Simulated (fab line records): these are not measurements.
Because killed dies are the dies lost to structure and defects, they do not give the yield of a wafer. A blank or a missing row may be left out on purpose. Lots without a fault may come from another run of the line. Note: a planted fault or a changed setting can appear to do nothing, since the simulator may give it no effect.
fab line records / flow nand_harc
record lots=7 wafers=21 last_day=34
route steps=1302 shown A_ZERO_WELL@412 A_SOURCE_PLATE@413 A_ONON_D1@424 END@1302
lots that met no fault: taken from a fault-free run of the same line
start_h: the number of hours between the record's first day and the start of the first shown wafer of the lot / wait_h: hours since the lot's step before / " as in the row above / L1.1+2: a row that stands for several wafers / - no value, or no start was given / * or withheld: withheld / < > ~ a bound
route shown NAME@n: names a module that has steps shown in the file, with the first one's number in the route / usual: mean/standard deviation taken from wafers without a fault / same: alike in all rows / chamber/n: place in a boat / sites: the reading at each site / _std_site: their standard deviation / _edge_site: mean of outer sites minus mean of inner sites / radius_mm: for every site, how far away it sits from the centre of the wafer / mask NAME#n: copy n / behind: the last tool/chamber to shape the wafer / hold: what put the lot on hold/how long, in hours/how the hold closed / device: transistor that didn't switch, given as n, p or np / end of line: tests of these same wafers at the route's end / where a step has no rows: the recipe by itself / killed: count of dies lost to structure and defects at first sort (not the wafer's yield) / map: shows each die of a wafer: x if killed, . if not, _ if none is there
set.NAME: the run value of the setting; set.NAME@STEP: its run value at that earlier step / model.NAME: the simulator's own value behind a step, which no gauge read
certain route steps with their lots: each step a table, each wafer a row
services: from which hour (start_h, from the record's first day; less than 0 if before it) a tool's chamber was out of use, for how many hours, and why
## steps
# step NHARC_A_ZERO_WELL_INSPECT_17
# usual raw_defect_count=11/6.4
lot.wafer=L731.3 tool=defect_inspect-01 chamber=- start_h=151.71 wait_h=0.1 raw_defect_count=21
lot.wafer=L731.4 tool=defect_inspect-01 chamber=- start_h=151.71 wait_h=0.1 raw_defect_count=4
lot.wafer=L731.6 tool=defect_inspect-01 chamber=- start_h=151.71 wait_h=0.1 raw_defect_count=20
lot.wafer=L738.3 tool=defect_inspect-02 chamber=- start_h=220.16 wait_h=0.1 raw_defect_count=6
lot.wafer=L738.5 tool=defect_inspect-02 chamber=- start_h=220.16 wait_h=0.1 raw_defect_count=10
lot.wafer=L738.6 tool=defect_inspect-02 chamber=- start_h=220.16 wait_h=0.1 raw_defect_count=22
lot.wafer=L745.1 tool=defect_inspect-01 chamber=- start_h=288.98 wait_h=0.2 raw_defect_count=16
lot.wafer=L745.3 tool=defect_inspect-01 chamber=- start_h=288.98 wait_h=0.2 raw_defect_count=20
lot.wafer=L745.4 tool=defect_inspect-01 chamber=- start_h=288.98 wait_h=0.2 raw_defect_count=10
lot.wafer=L746.1 tool=defect_inspect-01 chamber=- start_h=302.46 wait_h=0.2 raw_defect_count=2
lot.wafer=L746.3 tool=defect_inspect-01 chamber=- start_h=302.46 wait_h=0.2 raw_defect_count=6
lot.wafer=L746.4 tool=defect_inspect-01 chamber=- start_h=302.46 wait_h=0.2 raw_defect_count=2
lot.wafer=L747.1 tool=defect_inspect-01 chamber=- start_h=306.57 wait_h=0.2 raw_defect_count=25
lot.wafer=L747.3 tool=defect_inspect-01 chamber=- start_h=306.57 wait_h=0.2 raw_defect_count=18
lot.wafer=L747.5 tool=defect_inspect-01 chamber=- start_h=306.57 wait_h=0.2 raw_defect_count=8
lot.wafer=L752.2 tool=defect_inspect-02 chamber=- start_h=357.79 wait_h=0.1 raw_defect_count=6
lot.wafer=L752.5 tool=defect_inspect-02 chamber=- start_h=357.79 wait_h=0.1 raw_defect_count=12
lot.wafer=L752.6 tool=defect_inspect-02 chamber=- start_h=357.79 wait_h=0.1 raw_defect_count=14
lot.wafer=L753.3 tool=defect_inspect-02 chamber=- start_h=365.75 wait_h=0.1 raw_defect_count=19
lot.wafer=L753.4 tool=defect_inspect-02 chamber=- start_h=365.75 wait_h=0.1 raw_defect_count=14
lot.wafer=L753.6 tool=defect_inspect-02 chamber=- start_h=365.75 wait_h=0.1 raw_defect_count=24
# step NHARC_A_SOURCE_PLATE_PRECLEAN_00
# recipe time_s=60 chemistry=HF-LAST
# step NHARC_A_SOURCE_PLATE_SRD_01
# step NHARC_A_SOURCE_PLATE_OXIDE_02
# recipe target_thk_a=100 temp_c=900 ox_time_s=1362 material=SiO2
# step NHARC_A_SOURCE_PLATE_THK_MEAS_09
# recipe thk_meas_gauge=ellipsometry
# usual thk_nm=9.7/1.2
lot.wafer=L731.3 tool=film_metro-01 chamber=- start_h=158.60 wait_h=0.4 thk_nm=8.9
lot.wafer=L731.4 tool=film_metro-01 chamber=- start_h=158.60 wait_h=0.4 thk_nm=10.9
lot.wafer=L731.6 tool=film_metro-01 chamber=- start_h=158.60 wait_h=0.4 thk_nm=9.4
lot.wafer=L738.3 tool=film_metro-02 chamber=- start_h=227.45 wait_h=0.4 thk_nm=11.5
lot.wafer=L738.5 tool=film_metro-02 chamber=- start_h=227.45 wait_h=0.4 thk_nm=8.6
lot.wafer=L738.6 tool=film_metro-02 chamber=- start_h=227.45 wait_h=0.4 thk_nm=10.1
lot.wafer=L745.1 tool=film_metro-01 chamber=- start_h=297.95 wait_h=0.4 thk_nm=10.5
lot.wafer=L745.3 tool=film_metro-01 chamber=- start_h=297.95 wait_h=0.4 thk_nm=8.3
lot.wafer=L745.4 tool=film_metro-01 chamber=- start_h=297.95 wait_h=0.4 thk_nm=9.8
lot.wafer=L746.1 tool=film_metro-01 chamber=- start_h=310.14 wait_h=0.4 thk_nm=8.6
lot.wafer=L746.3 tool=film_metro-01 chamber=- start_h=310.14 wait_h=0.4 thk_nm=9.6
lot.wafer=L746.4 tool=film_metro-01 chamber=- start_h=310.14 wait_h=0.4 thk_nm=10.9
lot.wafer=L747.1 tool=film_metro-02 chamber=- start_h=314.09 wait_h=0.4 thk_nm=8.4
lot.wafer=L747.3 tool=film_metro-02 chamber=- start_h=314.09 wait_h=0.4 thk_nm=11.6
lot.wafer=L747.5 tool=film_metro-02 chamber=- start_h=314.09 wait_h=0.4 thk_nm=10.2
lot.wafer=L752.2 tool=film_metro-02 chamber=- start_h=365.51 wait_h=0.4 thk_nm=10.0
lot.wafer=L752.5 tool=film_metro-02 chamber=- start_h=365.51 wait_h=0.4 thk_nm=10.6
lot.wafer=L752.6 tool=film_metro-02 chamber=- start_h=365.51 wait_h=0.4 thk_nm=8.7
lot.wafer=L753.3 tool=film_metro-01 chamber=- start_h=373.06 wait_h=0.4 thk_nm=9.2
lot.wafer=L753.4 tool=film_metro-01 chamber=- start_h=373.06 wait_h=0.4 thk_nm=10.6
lot.wafer=L753.6 tool=film_metro-01 chamber=- start_h=373.06 wait_h=0.4 thk_nm=10.0
# step NHARC_A_SOURCE_PLATE_PVD_04
# recipe target_thk_a=500 material=WSi2
# step NHARC_A_SOURCE_PLATE_CVD_03
# recipe target_thk_a=2000 temp_c=620 pressure_mtorr=200 time_s=4000 material=poly-Si
# step NHARC_A_SOURCE_PLATE_ANNEAL_05
# recipe temp_c=850 time_s=1800
# step NHARC_A_SOURCE_PLATE_THK_MEAS_06
# recipe thk_meas_gauge=ellipsometry
# usual thk_nm=199.9/2
lot.wafer=L731.3 tool=film_metro-02 chamber=- start_h=171.66 wait_h=0.4 thk_nm=201.0
lot.wafer=L731.4 tool=film_metro-02 chamber=- start_h=171.66 wait_h=0.4 thk_nm=199.7
lot.wafer=L731.6 tool=film_metro-02 chamber=- start_h=171.66 wait_h=0.4 thk_nm=200.8
lot.wafer=L738.3 tool=film_metro-01 chamber=- start_h=240.47 wait_h=0.4 thk_nm=199.3
lot.wafer=L738.5 tool=film_metro-01 chamber=- start_h=240.47 wait_h=0.4 thk_nm=200.9
lot.wafer=L738.6 tool=film_metro-01 chamber=- start_h=240.47 wait_h=0.4 thk_nm=201.2
lot.wafer=L745.1 tool=film_metro-02 chamber=- start_h=313.71 wait_h=0.4 thk_nm=200.9
lot.wafer=L745.3 tool=film_metro-02 chamber=- start_h=313.71 wait_h=0.4 thk_nm=203.5
lot.wafer=L745.4 tool=film_metro-02 chamber=- start_h=313.71 wait_h=0.4 thk_nm=200.7
lot.wafer=L746.1 tool=film_metro-01 chamber=- start_h=323.10 wait_h=0.4 thk_nm=202.8
lot.wafer=L746.3 tool=film_metro-01 chamber=- start_h=323.10 wait_h=0.4 thk_nm=203.6
lot.wafer=L746.4 tool=film_metro-01 chamber=- start_h=323.10 wait_h=0.4 thk_nm=203.3
lot.wafer=L747.1 tool=film_metro-02 chamber=- start_h=326.66 wait_h=0.4 thk_nm=198.4
lot.wafer=L747.3 tool=film_metro-02 chamber=- start_h=326.66 wait_h=0.4 thk_nm=199.9
lot.wafer=L747.5 tool=film_metro-02 chamber=- start_h=326.66 wait_h=0.4 thk_nm=199.1
lot.wafer=L752.2 tool=film_metro-01 chamber=- start_h=379.34 wait_h=0.4 thk_nm=202.0
lot.wafer=L752.5 tool=film_metro-01 chamber=- start_h=379.34 wait_h=0.4 thk_nm=201.3
lot.wafer=L752.6 tool=film_metro-01 chamber=- start_h=379.34 wait_h=0.4 thk_nm=202.5
lot.wafer=L753.3 tool=film_metro-01 chamber=- start_h=386.03 wait_h=0.4 thk_nm=194.6
lot.wafer=L753.4 tool=film_metro-01 chamber=- start_h=386.03 wait_h=0.4 thk_nm=196.4
lot.wafer=L753.6 tool=film_metro-01 chamber=- start_h=386.03 wait_h=0.4 thk_nm=197.9
# step NHARC_A_SOURCE_PLATE_INSPECT_08
# usual raw_defect_count=64/23
lot.wafer=L731.3 tool=defect_inspect-01 chamber=- start_h=171.77 wait_h=0.0 raw_defect_count=81
lot.wafer=L731.4 tool=defect_inspect-01 chamber=- start_h=171.77 wait_h=0.0 raw_defect_count=44
lot.wafer=L731.6 tool=defect_inspect-01 chamber=- start_h=171.77 wait_h=0.0 raw_defect_count=74
lot.wafer=L738.3 tool=defect_inspect-02 chamber=- start_h=240.57 wait_h=0.0 raw_defect_count=54
lot.wafer=L738.5 tool=defect_inspect-02 chamber=- start_h=240.57 wait_h=0.0 raw_defect_count=63
lot.wafer=L738.6 tool=defect_inspect-02 chamber=- start_h=240.57 wait_h=0.0 raw_defect_count=52
lot.wafer=L745.1 tool=defect_inspect-01 chamber=- start_h=313.78 wait_h=0.0 raw_defect_count=37
lot.wafer=L745.3 tool=defect_inspect-01 chamber=- start_h=313.78 wait_h=0.0 raw_defect_count=37
lot.wafer=L745.4 tool=defect_inspect-01 chamber=- start_h=313.78 wait_h=0.0 raw_defect_count=46
lot.wafer=L746.1 tool=defect_inspect-01 chamber=- start_h=323.21 wait_h=0.0 raw_defect_count=60
lot.wafer=L746.3 tool=defect_inspect-01 chamber=- start_h=323.21 wait_h=0.0 raw_defect_count=83
lot.wafer=L746.4 tool=defect_inspect-01 chamber=- start_h=323.21 wait_h=0.0 raw_defect_count=41
lot.wafer=L747.1 tool=defect_inspect-01 chamber=- start_h=326.72 wait_h=0.0 raw_defect_count=90
lot.wafer=L747.3 tool=defect_inspect-01 chamber=- start_h=326.72 wait_h=0.0 raw_defect_count=71
lot.wafer=L747.5 tool=defect_inspect-01 chamber=- start_h=326.72 wait_h=0.0 raw_defect_count=60
lot.wafer=L752.2 tool=defect_inspect-02 chamber=- start_h=379.40 wait_h=0.0 raw_defect_count=71
lot.wafer=L752.5 tool=defect_inspect-02 chamber=- start_h=379.40 wait_h=0.0 raw_defect_count=38
lot.wafer=L752.6 tool=defect_inspect-02 chamber=- start_h=379.40 wait_h=0.0 raw_defect_count=71
lot.wafer=L753.3 tool=defect_inspect-02 chamber=- start_h=386.09 wait_h=0.0 raw_defect_count=73
lot.wafer=L753.4 tool=defect_inspect-02 chamber=- start_h=386.09 wait_h=0.0 raw_defect_count=87
lot.wafer=L753.6 tool=defect_inspect-02 chamber=- start_h=386.09 wait_h=0.0 raw_defect_count=73
# step NHARC_A_ONON_D1_DEP_00
# recipe target_thk_a=10000 n2_flow_sccm=2750 n2o_flow_sccm=2000 nh3_flow_sccm=500 sih4_flow_sccm=210 temp_c=400
# usual n2_flow_sccm=2750/7.8
lot.wafer=L731.3 tool=pecvd_onon-02 chamber=0 start_h=171.95 wait_h=0.2 n2_flow_sccm=2748
lot.wafer=L731.4 tool=pecvd_onon-02 chamber=0 start_h=171.95 wait_h=0.2 n2_flow_sccm=2754
lot.wafer=L731.6 tool=pecvd_onon-02 chamber=0 start_h=171.95 wait_h=0.2 n2_flow_sccm=2745
lot.wafer=L738.3 tool=pecvd_onon-02 chamber=0 start_h=240.75 wait_h=0.2 n2_flow_sccm=2742
lot.wafer=L738.5 tool=pecvd_onon-02 chamber=0 start_h=240.75 wait_h=0.2 n2_flow_sccm=2754
lot.wafer=L738.6 tool=pecvd_onon-02 chamber=0 start_h=240.75 wait_h=0.2 n2_flow_sccm=2759
lot.wafer=L745.1 tool=pecvd_onon-02 chamber=0 start_h=313.84 wait_h=0.1 n2_flow_sccm=2764
lot.wafer=L745.3 tool=pecvd_onon-02 chamber=0 start_h=313.84 wait_h=0.1 n2_flow_sccm=2746
lot.wafer=L745.4 tool=pecvd_onon-02 chamber=0 start_h=313.84 wait_h=0.1 n2_flow_sccm=2746
lot.wafer=L746.1 tool=pecvd_onon-02 chamber=0 start_h=323.27 wait_h=0.1 n2_flow_sccm=2742
lot.wafer=L746.3 tool=pecvd_onon-02 chamber=0 start_h=323.27 wait_h=0.1 n2_flow_sccm=2741
lot.wafer=L746.4 tool=pecvd_onon-02 chamber=0 start_h=323.27 wait_h=0.1 n2_flow_sccm=2744
lot.wafer=L747.1 tool=pecvd_onon-02 chamber=0 start_h=326.79 wait_h=0.1 n2_flow_sccm=2750
lot.wafer=L747.3 tool=pecvd_onon-02 chamber=0 start_h=326.79 wait_h=0.1 n2_flow_sccm=2762
lot.wafer=L747.5 tool=pecvd_onon-02 chamber=0 start_h=326.79 wait_h=0.1 n2_flow_sccm=2757
lot.wafer=L752.2 tool=pecvd_onon-02 chamber=0 start_h=379.52 wait_h=0.1 n2_flow_sccm=2757
lot.wafer=L752.5 tool=pecvd_onon-02 chamber=0 start_h=379.52 wait_h=0.1 n2_flow_sccm=2753
lot.wafer=L752.6 tool=pecvd_onon-02 chamber=0 start_h=379.52 wait_h=0.1 n2_flow_sccm=2745
lot.wafer=L753.3 tool=pecvd_onon-02 chamber=0 start_h=386.28 wait_h=0.2 n2_flow_sccm=2744
lot.wafer=L753.4 tool=pecvd_onon-02 chamber=0 start_h=386.28 wait_h=0.2 n2_flow_sccm=2748
lot.wafer=L753.6 tool=pecvd_onon-02 chamber=0 start_h=386.28 wait_h=0.2 n2_flow_sccm=2744
# step NHARC_A_ONON_D1_THK_MEAS_02
# recipe thk_meas_gauge=ellipsometry
# usual thk_nm=999/12
lot.wafer=L731.3 tool=film_metro-02 chamber=- start_h=172.34 wait_h=- hold=- thk_nm=1007
lot.wafer=L731.4 tool=film_metro-02 chamber=- start_h=172.34 wait_h=- hold=- thk_nm=1006
lot.wafer=L731.6 tool=film_metro-02 chamber=- start_h=172.34 wait_h=- hold=- thk_nm=1007
lot.wafer=L738.3 tool=film_metro-02 chamber=- start_h=241.14 wait_h=- hold=- thk_nm=1009
lot.wafer=L738.5 tool=film_metro-02 chamber=- start_h=241.14 wait_h=- hold=- thk_nm=1010
lot.wafer=L738.6 tool=film_metro-02 chamber=- start_h=241.14 wait_h=- hold=- thk_nm=1009
lot.wafer=L745.1 tool=film_metro-01 chamber=- start_h=314.38 wait_h=- hold=await_dispo/0.2h/release thk_nm=614
lot.wafer=L745.3 tool=film_metro-01 chamber=- start_h=314.38 wait_h=- hold=await_dispo/0.2h/release thk_nm=614
lot.wafer=L745.4 tool=film_metro-01 chamber=- start_h=314.38 wait_h=- hold=await_dispo/0.2h/release thk_nm=614
lot.wafer=L745.1 tool=film_metro-01 chamber=- start_h=314.55 wait_h=0.2 hold=- thk_nm=615
lot.wafer=L745.3 tool=film_metro-01 chamber=- start_h=314.55 wait_h=0.2 hold=- thk_nm=612
lot.wafer=L745.4 tool=film_metro-01 chamber=- start_h=314.55 wait_h=0.2 hold=- thk_nm=614
lot.wafer=L746.1 tool=film_metro-02 chamber=- start_h=323.78 wait_h=- hold=await_dispo/0.2h/release thk_nm=640
lot.wafer=L746.3 tool=film_metro-02 chamber=- start_h=323.78 wait_h=- hold=await_dispo/0.2h/release thk_nm=641
lot.wafer=L746.4 tool=film_metro-02 chamber=- start_h=323.78 wait_h=- hold=await_dispo/0.2h/release thk_nm=639
lot.wafer=L746.1 tool=film_metro-02 chamber=- start_h=323.96 wait_h=0.2 hold=- thk_nm=642
lot.wafer=L746.3 tool=film_metro-02 chamber=- start_h=323.96 wait_h=0.2 hold=- thk_nm=640
lot.wafer=L746.4 tool=film_metro-02 chamber=- start_h=323.96 wait_h=0.2 hold=- thk_nm=639
lot.wafer=L747.1 tool=film_metro-02 chamber=- start_h=327.31 wait_h=- hold=await_dispo/0.2h/release thk_nm=626
lot.wafer=L747.3 tool=film_metro-02 chamber=- start_h=327.31 wait_h=- hold=await_dispo/0.2h/release thk_nm=627
lot.wafer=L747.5 tool=film_metro-02 chamber=- start_h=327.31 wait_h=- hold=await_dispo/0.2h/release thk_nm=625
lot.wafer=L747.1 tool=film_metro-02 chamber=- start_h=327.48 wait_h=0.2 hold=- thk_nm=626
lot.wafer=L747.3 tool=film_metro-02 chamber=- start_h=327.48 wait_h=0.2 hold=- thk_nm=628
lot.wafer=L747.5 tool=film_metro-02 chamber=- start_h=327.48 wait_h=0.2 hold=- thk_nm=628
lot.wafer=L752.2 tool=film_metro-01 chamber=- start_h=379.98 wait_h=- hold=- thk_nm=976
lot.wafer=L752.5 tool=film_metro-01 chamber=- start_h=379.98 wait_h=- hold=- thk_nm=976
lot.wafer=L752.6 tool=film_metro-01 chamber=- start_h=379.98 wait_h=- hold=- thk_nm=978
lot.wafer=L753.3 tool=film_metro-01 chamber=- start_h=386.67 wait_h=- hold=- thk_nm=995
lot.wafer=L753.4 tool=film_metro-01 chamber=- start_h=386.67 wait_h=- hold=- thk_nm=993
lot.wafer=L753.6 tool=film_metro-01 chamber=- start_h=386.67 wait_h=- hold=- thk_nm=995
# step NHARC_END_SORT_01
# recipe temp_c=25
# usual killed_at_array=59/24 killed_at_other=0.7/1.2 killed_at_periphery=3.5/2.6 killed_dies=63/24 killed_open=3.2/2.1 killed_short=2.4/1.5
# same gross_dies=677
lot.wafer=L745.1 tool=prober-01 chamber=0 start_h=707.84 wait_h=2.5 killed_at_array=670 killed_at_other=0 killed_at_periphery=7 killed_dies=677 killed_open=2 killed_short=4
lot.wafer=L745.3 tool=prober-01 chamber=0 start_h=709.46 wait_h=3.1 killed_at_array=669 killed_at_other=0 killed_at_periphery=8 killed_dies=677 killed_open=5 killed_short=3
lot.wafer=L745.4 tool=prober-01 chamber=0 start_h=710.27 wait_h=3.4 killed_at_array=674 killed_at_other=0 killed_at_periphery=3 killed_dies=677 killed_open=1 killed_short=3
lot.wafer=L747.1 tool=prober-01 chamber=0 start_h=766.59 wait_h=2.5 killed_at_array=672 killed_at_other=2 killed_at_periphery=3 killed_dies=677 killed_open=2 killed_short=2
lot.wafer=L747.3 tool=prober-01 chamber=0 start_h=768.18 wait_h=3.1 killed_at_array=674 killed_at_other=0 killed_at_periphery=3 killed_dies=677 killed_open=2 killed_short=3
lot.wafer=L747.5 tool=prober-01 chamber=0 start_h=769.77 wait_h=3.7 killed_at_array=672 killed_at_other=0 killed_at_periphery=5 killed_dies=677 killed_open=3 killed_short=4
lot.wafer=L746.1 tool=prober-02 chamber=0 start_h=766.60 wait_h=2.5 killed_at_array=676 killed_at_other=0 killed_at_periphery=1 killed_dies=677 killed_open=0 killed_short=2
lot.wafer=L746.3 tool=prober-02 chamber=0 start_h=768.20 wait_h=3.1 killed_at_array=673 killed_at_other=0 killed_at_periphery=4 killed_dies=677 killed_open=5 killed_short=1
lot.wafer=L746.4 tool=prober-02 chamber=0 start_h=769.00 wait_h=3.4 killed_at_array=669 killed_at_other=0 killed_at_periphery=8 killed_dies=677 killed_open=4 killed_short=3
# killed by level:class
L745.1 A_ONON_D1:area_dep=621 A_CHANNEL_HOLE_D2:chamber_film_flake=24 A_CONTACT:chamber_film_flake=9 A_SLIT:chamber_film_flake=4 A_CHANNEL_HOLE_D1:chamber_film_flake=3 A_ONON_D1:geometric_particle:short=2 P_STI:chamber_film_flake=2 P_GATE:chamber_film_flake=2
L745.3 A_ONON_D1:area_dep=632 A_CHANNEL_HOLE_D2:chamber_film_flake=18 A_CHANNEL_HOLE_D1:chamber_film_flake=4 P_GATE:chamber_film_flake=3 A_ZERO_WELL:chamber_film_flake=3 A_M0:geometric_particle:open=2 P_ZERO_WELL:chamber_film_flake=2 A_SLIT:chamber_film_flake=2
L745.4 A_ONON_D1:area_dep=621 A_CHANNEL_HOLE_D2:chamber_film_flake=27 A_CONTACT:chamber_film_flake=9 A_STAIRCASE:chamber_film_flake=4 A_CHANNEL_HOLE_D1:chamber_film_flake=3 A_SLIT:chamber_film_flake=3 A_CHANNEL_HOLE_D1:geometric_particle:short=1 A_CHANNEL_FILL_D1:geometric_particle:short=1
L747.1 A_ONON_D1:area_dep=621 A_CHANNEL_HOLE_D1:chamber_film_flake=16 A_STAIRCASE:chamber_film_flake=10 A_SLIT:chamber_film_flake=9 A_SGD_CUT:chamber_film_flake=5 A_WL_FILL:chamber_film_flake=3 A_CHANNEL_FILL_D1:chamber_film_flake=2 A_CONTACT:chamber_film_flake=2
L746.1 A_ONON_D1:area_dep=605 A_CHANNEL_HOLE_D1:chamber_film_flake=35 A_CHANNEL_HOLE_D2:chamber_film_flake=21 A_CONTACT:chamber_film_flake=9 A_SLIT:chamber_film_flake=3 A_ONON_D1:geometric_particle:short=1 A_ONON_D2:geometric_particle:short=1 P_ZERO_WELL:chamber_film_flake=1
L747.3 A_ONON_D1:area_dep=639 A_STAIRCASE:chamber_film_flake=9 A_CHANNEL_HOLE_D1:chamber_film_flake=9 A_SGD_CUT:chamber_film_flake=4 A_SLIT:chamber_film_flake=4 A_CHANNEL_FILL_D2:chamber_film_flake=2 P_M1:geometric_particle:short=1 A_ONON_D1:geometric_particle:short=1
L746.3 A_ONON_D1:area_dep=598 A_CHANNEL_HOLE_D1:chamber_film_flake=38 A_CHANNEL_HOLE_D2:chamber_film_flake=23 A_CONTACT:chamber_film_flake=6 A_SLIT:chamber_film_flake=3 A_BLC:geometric_particle:open=2 P_GATE:chamber_film_flake=2 P_CONTACT:geometric_particle:open=1
L746.4 A_ONON_D1:area_dep=594 A_CHANNEL_HOLE_D1:chamber_film_flake=32 A_CHANNEL_HOLE_D2:chamber_film_flake=24 A_CONTACT:chamber_film_flake=12 A_DECK1_JOINT:geometric_particle:short=2 P_STI:chamber_film_flake=2 P_GATE:chamber_film_flake=2 A_SLIT:chamber_film_flake=2
L747.5 A_ONON_D1:area_dep=636 A_CHANNEL_HOLE_D1:chamber_film_flake=13 A_STAIRCASE:chamber_film_flake=6 A_SGD_CUT:chamber_film_flake=4 A_SLIT:chamber_film_flake=3 P_GATE:geometric_particle:open=1 P_CONTACT:geometric_particle:open=1 A_CHANNEL_FILL_D1:geometric_particle:short=1
# map L745.1 (x killed, . not)
____________x____________
_________xxxxxxx_________
_______xxxxxxxxxxx_______
______xxxxxxxxxxxxx______
_____xxxxxxxxxxxxxxx_____
____xxxxxxxxxxxxxxxxx____
____xxxxxxxxxxxxxxxxx____
___xxxxxxxxxxxxxxxxxxx___
___xxxxxxxxxxxxxxxxxxx___
__xxxxxxxxxxxxxxxxxxxxx__
__xxxxxxxxxxxxxxxxxxxxx__
_xxxxxxxxxxxxxxxxxxxxxxx_
_xxxxxxxxxxxxxxxxxxxxxxx_
_xxxxxxxxxxxxxxxxxxxxxxx_
_xxxxxxxxxxxxxxxxxxxxxxx_
_xxxxxxxxxxxxxxxxxxxxxxx_
xxxxxxxxxxxxxxxxxxxxxxxxx
xxxxxxxxxxxxxxxxxxxxxxxxx
xxxxxxxxxxxxxxxxxxxxxxxxx
xxxxxxxxxxxxxxxxxxxxxxxxx
xxxxxxxxxxxxxxxxxxxxxxxxx
_xxxxxxxxxxxxxxxxxxxxxxx_
_xxxxxxxxxxxxxxxxxxxxxxx_
_xxxxxxxxxxxxxxxxxxxxxxx_
_xxxxxxxxxxxxxxxxxxxxxxx_
_xxxxxxxxxxxxxxxxxxxxxxx_
__xxxxxxxxxxxxxxxxxxxxx__
__xxxxxxxxxxxxxxxxxxxxx__
___xxxxxxxxxxxxxxxxxxx___
___xxxxxxxxxxxxxxxxxxx___
____xxxxxxxxxxxxxxxxx____
____xxxxxxxxxxxxxxxxx____
_____xxxxxxxxxxxxxxx_____
______xxxxxxxxxxxxx______
_______xxxxxxxxxxx_______
_________xxxxxxx_________
____________x____________
# map L746.1 (x killed, . not)
____________x____________
_________xxxxxxx_________
_______xxxxxxxxxxx_______
______xxxxxxxxxxxxx______
_____xxxxxxxxxxxxxxx_____
____xxxxxxxxxxxxxxxxx____
____xxxxxxxxxxxxxxxxx____
___xxxxxxxxxxxxxxxxxxx___
___xxxxxxxxxxxxxxxxxxx___
__xxxxxxxxxxxxxxxxxxxxx__
__xxxxxxxxxxxxxxxxxxxxx__
_xxxxxxxxxxxxxxxxxxxxxxx_
_xxxxxxxxxxxxxxxxxxxxxxx_
_xxxxxxxxxxxxxxxxxxxxxxx_
_xxxxxxxxxxxxxxxxxxxxxxx_
_xxxxxxxxxxxxxxxxxxxxxxx_
xxxxxxxxxxxxxxxxxxxxxxxxx
xxxxxxxxxxxxxxxxxxxxxxxxx
xxxxxxxxxxxxxxxxxxxxxxxxx
xxxxxxxxxxxxxxxxxxxxxxxxx
xxxxxxxxxxxxxxxxxxxxxxxxx
_xxxxxxxxxxxxxxxxxxxxxxx_
_xxxxxxxxxxxxxxxxxxxxxxx_
_xxxxxxxxxxxxxxxxxxxxxxx_
_xxxxxxxxxxxxxxxxxxxxxxx_
_xxxxxxxxxxxxxxxxxxxxxxx_
__xxxxxxxxxxxxxxxxxxxxx__
__xxxxxxxxxxxxxxxxxxxxx__
___xxxxxxxxxxxxxxxxxxx___
___xxxxxxxxxxxxxxxxxxx___
____xxxxxxxxxxxxxxxxx____
____xxxxxxxxxxxxxxxxx____
_____xxxxxxxxxxxxxxx_____
______xxxxxxxxxxxxx______
_______xxxxxxxxxxx_______
_________xxxxxxx_________
____________x____________
## services
tool=pecvd_onon-02 chamber=- start_h=185.01 hours=13.0 kind=pm
tool=pecvd_onon-02 chamber=- start_h=366.01 hours=13.0 kind=pm
## key
first_sign step=NHARC_A_ONON_D1_THK_MEAS_02 reading=visit direction=added
effect step=NHARC_A_ONON_D1_THK_MEAS_02 reading=thk_nm direction=down sigmas=32 usual=999 struck=627
effect step=NHARC_END_SORT_01 reading=killed_at_array direction=up sigmas=26 usual=59 struck=672
more_kills_born_at NHARC_A_ONON_D1_DEP_00@pecvd_onon-02=5567
met_at NHARC_A_ONON_D1_DEP_00
struck_wafers L745.1,L745.3,L745.4,L746.1,L746.3,L746.4,L747.1,L747.3,L747.5
later_rows_left_out L745.1,L745.3,L745.4,L746.1,L746.3,L746.4,L747.1,L747.3,L747.5
tester_left_out L745,L746,L747
onset_between 240.75 313.84
fault kind=process_parameter_drift tool=pecvd_onon-02 chamber=0 onset_h=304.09 steps=NHARC_A_ONON_D1_DEP_00 channel=target_thk_a offset=* shape=step end_h=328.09 acts_in=* stated=*
# tester_left_out: of these lots the tester's yield and bins aren't shown, on N5 and GAA mostly nor the transistor test; their killed dies are dies lost to structure and defects alone, not to doping, threshold or leakage, so they don't give the yield
# later_rows_left_out: the simulator's readings of these wafers behind a module that went badly wrong aren't trusted and aren't shown, but for the sort
